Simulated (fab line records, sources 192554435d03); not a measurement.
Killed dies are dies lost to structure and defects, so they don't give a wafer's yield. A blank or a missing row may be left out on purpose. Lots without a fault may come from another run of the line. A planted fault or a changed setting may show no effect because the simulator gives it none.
Chamber matching | flow n5_finfet | N5_FIN_CUT_ETCH_21 on rie_diel-04: 4 sister chambers
The step etches SOC in N2/H2, target depth 219 nm, overetch 43.8 nm, time 523.5 s. 18 wafers are shown with their chamber, then 9 later ones without.

WAFERS WITH THEIR CHAMBER
wafer  | chamber | showerhead_plenum_p_Torr (Torr) | throttle_valve_pct (%) | drypump_motor_current_A (A)
L074.1 | 2       | 2.63                            | 18.4                   | 5.7
L074.4 | 0       | 2.64                            | 18.4                   | 5.7
L074.5 | 3       | 2.45                            | 18.1                   | 6.6
L078.1 | 3       | 2.45                            | 18.0                   | 6.6
L078.4 | 2       | 2.63                            | 18.4                   | 5.7
L078.6 | 3       | 2.45                            | 18.0                   | 6.6
L080.3 | 0       | 2.63                            | 18.4                   | 5.7
L080.4 | 2       | 2.63                            | 18.4                   | 5.7
L080.5 | 2       | 2.63                            | 18.4                   | 5.7
L081.2 | 3       | 2.45                            | 18.0                   | 6.6
L081.3 | 2       | 2.63                            | 18.4                   | 5.7
L081.5 | 3       | 2.45                            | 18.1                   | 6.7
L082.3 | 2       | 2.63                            | 18.4                   | 5.7
L082.4 | 1       | 2.56                            | 17.7                   | 6.5
L082.5 | 2       | 2.63                            | 18.4                   | 5.7
L091.2 | 0       | 2.62                            | 18.4                   | 5.7
L091.3 | 3       | 2.44                            | 18.1                   | 6.6
L091.6 | 0       | 2.62                            | 18.4                   | 5.8

SIGNATURES (means of the wafers above)
reading                  | chamber 0 | chamber 1 | chamber 2 | chamber 3 | scatter within a chamber
showerhead_plenum_p_Torr | 2.6275    | 2.5600    | 2.6300    | 2.4483    | 0.00506
throttle_valve_pct       | 18.400    | 17.700    | 18.400    | 18.050    | 0.0327
drypump_motor_current_A  | 5.725     | 6.500     | 5.700     | 6.617     | 0.0336
Rule: a wafer's distance from a chamber is the root of the sum, over the readings, of the square of ((its reading less the chamber's mean) divided by the reading's scatter). The wafer belongs to the nearest chamber; if the next one is less than 2 further off, it can't be placed. The scatter: the root of (the sum of the squares of (reading less its chamber's mean) over the shown wafers, divided by (wafers less chambers)).

WAFERS WITHOUT THEIR CHAMBER
wafer  | showerhead_plenum_p_Torr (Torr) | throttle_valve_pct (%) | drypump_motor_current_A (A)
L093.3 | 2.62                            | 18.4                   | 5.7
L093.4 | 2.62                            | 18.0                   | 5.7
L093.6 | 2.62                            | 18.4                   | 5.7
L094.1 | 2.43                            | 18.1                   | 6.6
L094.5 | 2.55                            | 17.7                   | 6.6
L094.6 | 2.62                            | 18.0                   | 5.7
L097.3 | 2.62                            | 18.4                   | 5.8
L097.5 | 2.62                            | 18.4                   | 5.8
L097.6 | 2.43                            | 18.1                   | 6.7

WHICH CHAMBER EACH WENT THROUGH
wafer  | from the rows above     | in truth
L093.3 | can't be placed: 0 or 2 | 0
L093.4 | can't be placed: 0 or 2 | 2
L093.6 | can't be placed: 0 or 2 | 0
L094.1 | 3                       | 3
L094.5 | 1                       | 1
L094.6 | can't be placed: 0 or 2 | 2
L097.3 | can't be placed: 0 or 2 | 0
L097.5 | can't be placed: 0 or 2 | 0
L097.6 | 3                       | 3
Placed correctly: 3 of 9. Can't be placed from these rows: 6 (the true chamber is among the candidates in 6). Placed wrongly: 0.
